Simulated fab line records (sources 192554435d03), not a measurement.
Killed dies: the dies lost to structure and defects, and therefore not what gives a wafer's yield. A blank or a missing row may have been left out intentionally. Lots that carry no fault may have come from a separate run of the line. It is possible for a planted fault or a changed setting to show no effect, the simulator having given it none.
Split-lot study | flow n5-finfet | 21 wafers read from 7 lots, route of 1938 steps

== THE SPLIT ==
At N5_DUMMY_GATE_COAT_09 (resist thk 30 nm), the setting spin-rpm was moved away from the recipe's 1500 rpm on 6 of the 21 wafers read, by -8.9% to +9.3%. For the rest of the wafers, this setting stayed at what the recipe calls for.

== FROM THE SPLIT TO THE READING: what the file shows between them, 3 steps ==
- N5_DUMMY_GATE_EBR_11
- N5_DUMMY_GATE_SOFTBAKE_10: time 60 s
- N5_DUMMY_GATE_DESCUM_20: chemistry O2, time 6.2 s

== THE READING ==
CAR-EUV_of_DUMMY_GATE_COAT_09.thk-nm (the simulator's own value, which no gauge read), in nm, at N5_DUMMY_GATE_ETCH_29 (etches underlayer in N2/H2, target depth 13 nm). The file does not state a usual value for it. Average 18.9 nm, standard deviation 0.14 nm, over the 15 wafers here run with the recipe.

wafer  | tool, chamber at the split | spin-rpm as run, rpm | against the recipe | CAR-EUV_of_DUMMY_GATE_COAT_09.thk-nm, nm | against lot-mates on the recipe
L079.1 | litho-track-02, 0          | 1500                 | recipe             | 19                                       | -
L079.4 | litho-track-02, 0          | 1500                 | recipe             | 19                                       | -
L079.6 | litho-track-02, 0          | 1500                 | recipe             | 19                                       | -
L080.2 | litho-track-04, 0          | 1500                 | recipe             | 18.8                                     | -
L080.3 | litho-track-04, 0          | 1580                 | +5.3%              | 18.2                                     | -0.5
L080.6 | litho-track-04, 0          | 1500                 | recipe             | 18.6                                     | -
L083.2 | litho-track-03, 0          | 1500                 | recipe             | 19                                       | -
L083.3 | litho-track-03, 0          | 1500                 | recipe             | 19                                       | -
L083.4 | litho-track-03, 0          | 1566                 | +4.4%              | 18.4                                     | -0.6
L086.4 | litho-track-04, 0          | 1392                 | -7.2%              | 19.8                                     | +0.8
L086.5 | litho-track-04, 0          | 1392                 | -7.2%              | 19.8                                     | +0.8
L086.6 | litho-track-04, 0          | 1500                 | recipe             | 19                                       | -
L088.1 | litho-track-02, 0          | 1500                 | recipe             | 19                                       | -
L088.6 | litho-track-02, 0          | 1500                 | recipe             | 19                                       | -
L088.4 | litho-track-02, 0          | 1500                 | recipe             | 18.6                                     | -
L089.4 | litho-track-03, 0          | 1500                 | recipe             | 19                                       | -
L089.5 | litho-track-03, 0          | 1500                 | recipe             | 19                                       | -
L089.6 | litho-track-03, 0          | 1639                 | +9.3%              | 17.4                                     | -1.6
L094.2 | litho-track-04, 0          | 1500                 | recipe             | 19                                       | -
L094.6 | litho-track-04, 0          | 1500                 | recipe             | 19                                       | -
L094.3 | litho-track-04, 0          | 1367                 | -8.9%              | 20.4                                     | +1.4

THE FIT
A straight line over all 21 wafers: CAR-EUV_of_DUMMY_GATE_COAT_09.thk-nm changes by -0.146 nm for each +1% of spin-rpm; r = -0.97; the points scatter about the line by 0.15 nm.
The same after taking each lot's own level away (the mean of its wafers on the recipe; 21 wafers): -0.14 nm for each +1%; r = -0.97; scatter 0.14 nm.
That fit puts the effect of the largest move of spin-rpm on the reading at 1.3 nm.
Across the lots, their own levels run from 18.70 to 19.00 nm, a range of 2.1 times the standard deviation given above.
Hence the lot-to-lot level has little effect on the slope; both slopes agree.
Check: -1.16 nm against its lot-mates is what the line predicts for one of the wafers moved furthest among these (+9.3%) when that wafer is left out of the fit. It came out at -1.6 nm against them.

== FURTHER SPLITS ON THESE WAFERS ==
Note: prior to the reading, these wafers also went through further splits. Each is held against what the fit with the lots' levels taken away leaves over:
other split on the same wafers        | wafers away from the commonest value | r with CAR-EUV_of_DUMMY_GATE_COAT_09.thk-nm (lot level and that fit taken away)
N5_ZERO_LAYER_PECVD_02 time-s         | 7                                    | -0.34
N5_WELL_APT_PEB_06 peb-temp-c         | 8                                    | -0.02
N5_WELL_APT_DEVELOP_07 develop-time-s | 8                                    | -0.06
N5_FIN_SAQP_FIN_ETCH_36 bias-w        | 6                                    | +0.00
N5_FIN_CUT_COAT_19 spin-rpm           | 2                                    | -0.28

== THE WHOLE CHAIN: every reading that the file lists as answering this split, in the file's order ==
step                  | what it does                                   | reading                                                                               | change (the file's fit)               | r (the file's)
N5_DUMMY_GATE_COAT_09 | resist thk 30 nm                               | CAR-EUV_of_DUMMY_GATE_COAT_09.thk-nm (the simulator's own value, which no gauge read) | -0.155 nm for each +1% of the setting | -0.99
N5_DUMMY_GATE_ETCH_29 | etches underlayer in N2/H2, target depth 13 nm | CAR-EUV_of_DUMMY_GATE_COAT_09.thk-nm (the simulator's own value, which no gauge read) | -0.145 nm for each +1% of the setting | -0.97

== FILE'S OWN FIT ==
CAR-EUV_of_DUMMY_GATE_COAT_09.thk-nm changes by -0.145 nm for each +1% of spin-rpm, r = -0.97.
